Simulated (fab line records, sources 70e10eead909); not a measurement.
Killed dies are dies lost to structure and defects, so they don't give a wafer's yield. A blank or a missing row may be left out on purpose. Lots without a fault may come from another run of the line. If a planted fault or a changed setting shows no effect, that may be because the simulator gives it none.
A lot that was struck, set against a sound lot + flow nand harc + 15 out of 1159 route steps
Sound: the wafers L972.3, L972.4, L972.5. Struck: wafer L980.4. (L980.3, L980.5 of the same lot were not struck and are left out.) The cause comes at the end.
Each step with rows lists, per side, the tool, then ch with its chambers, then its first start. Under that, the readings that differ: sound wafers + struck wafers + difference of the means + sigmas: that difference in standard deviations of wafers without a fault.
alike: readings with means less than 2 such deviations apart, plus words and numbers identical on both sides. not compared: withheld readings, readings lacking a value on some wafer, bounds such as >300 that could conceal the same value, and numbers that have no deviation in the record and whose values overlap.
A row with sigmas, a row that says differs or no value, or rows on one side alone: a step with any of these is where the two part. Non-overlapping numbers with no deviation appear without sigmas and do not part them. A reading that every wafer of one side lacks parts them only if that side has two wafers or more.

first, 3 steps without rows for these wafers: NHARC_A_CHANNEL_HOLE_D1_STRIP_41 (strips in N2/H2); NHARC_A_CHANNEL_HOLE_D1_STRIP_42 (strips in CF4/CHF3); NHARC_A_CHANNEL_HOLE_D1_STRIP_43 (strips in O2/COS).
NHARC_A_CHANNEL_HOLE_D1_ETCH_44: etches the open film in CF4/O2, target depth 140 nm, overetch 14 nm, time 77 s.
  sound on rie diel-13 ch 0,2,3, day 9 05:57; struck on rie diel-13 ch 1, day 11 00:22
| reading                | sound                | struck | difference | sigmas |
|------------------------|----------------------|--------|------------|--------|
| throttle valve pct (%) | 13.410 13.421 13.411 | 13.388 | -0.026     | -3     |
  alike: drypump motor current A, o2 flow sccm, oes product au, rf vpp V, showerhead plenum p Torr
  not compared: rf hours counter h
NHARC_A_CHANNEL_HOLE_D1_STRIP_27: strips in O2.
  sound on rie diel-13 ch 0,2,3; struck on rie diel-13 ch 2
| reading                | sound                | struck | difference | sigmas |
|------------------------|----------------------|--------|------------|--------|
| o2 flow sccm (sccm)    | 502.7 498.1 499.1    | 504.4  | +4.4       | +3     |
| throttle valve pct (%) | 17.032 17.040 17.030 | 17.061 | +0.027     | +3     |
  alike: drypump motor current A, oes product au, rf vpp V, showerhead plenum p Torr
  not compared: rf hours counter h
then, 2 steps without rows for these wafers: NHARC_A_CHANNEL_HOLE_D1_PRECLEAN_28 (cleans in SC1); NHARC_A_CHANNEL_HOLE_D1_SRD_29.
NHARC_A_CHANNEL_HOLE_D1_CD_MEAS_30:
  sound on cd sem-01, day 9 06:45; struck on cd sem-02, day 11 01:10
  alike: cd nm
NHARC_A_CHANNEL_HOLE_D1_XSEM_31:
  sound on xsem-02 ch 0, day 9 06:50; struck on xsem-02 ch 0, day 11 01:16
| reading            | sound          | struck | difference | sigmas |
|--------------------|----------------|--------|------------|--------|
| tilt deg (degrees) | 0.06 0.06 0.06 | 0.18   | +0.12      | +2     |
  alike: bot cd nm, bow nm
NHARC_A_CHANNEL_HOLE_D1_INSPECT_40:
  sound on defect inspect-01, day 9 06:56; struck on defect inspect-01, day 11 01:21
  alike: raw defect count
then, 2 steps without rows for these wafers: NHARC_A_CHANNEL_FILL_D1_PRECLEAN_00 (cleans in SC1); NHARC_A_CHANNEL_FILL_D1_SRD_01.
NHARC_A_CHANNEL_FILL_D1_ALD_02: deposits SiO2, target thk 6 nm, pulse time 10 s, ald cycles 60.
  sound on ald hk-03 ch 0,2,3, day 9 07:17; struck on ald hk-03 ch 0, day 11 01:32
| reading    | sound    | struck | difference | sigmas |
|------------|----------|--------|------------|--------|
| ald cycles | 60 60 60 | 113    | +53        |        |
  alike: heater power w, precursor pulse height rel
NHARC_A_CHANNEL_FILL_D1_ALD_03: deposits SiNx, target thk 6 nm, pulse time 60 s, ald cycles 58.
  sound on ald sin batch-01 ch 0; struck on ald sin batch-02 ch 0
  alike: precursor pulse height rel
  not compared: ald cycles
-- the record jumps here: 11 days lie between the struck wafers' starts before and after (it left off in module A_CHANNEL_FILL_D1 and takes up again in module END, whose first step shown is number 1159 of the route) --
NHARC_END_SORT_01:
  sound on prober-02 ch 0, day 20 14:14; struck on prober-01 ch 0, day 21 19:40
  alike: killed at array, killed at other, killed at periphery, killed dies, killed open, killed short

WHERE THEY PART
At NHARC_A_CHANNEL_HOLE_D1_ETCH_44 first; at NHARC_A_CHANNEL_HOLE_D1_XSEM_31 last (within this record only). Later steps at which nothing parts them and some readings are alike: NHARC_A_CHANNEL_HOLE_D1_INSPECT_40, NHARC_A_CHANNEL_FILL_D1_ALD_02, NHARC_A_CHANNEL_FILL_D1_ALD_03, NHARC_END_SORT_01.

WHY: whatever the simulator had introduced
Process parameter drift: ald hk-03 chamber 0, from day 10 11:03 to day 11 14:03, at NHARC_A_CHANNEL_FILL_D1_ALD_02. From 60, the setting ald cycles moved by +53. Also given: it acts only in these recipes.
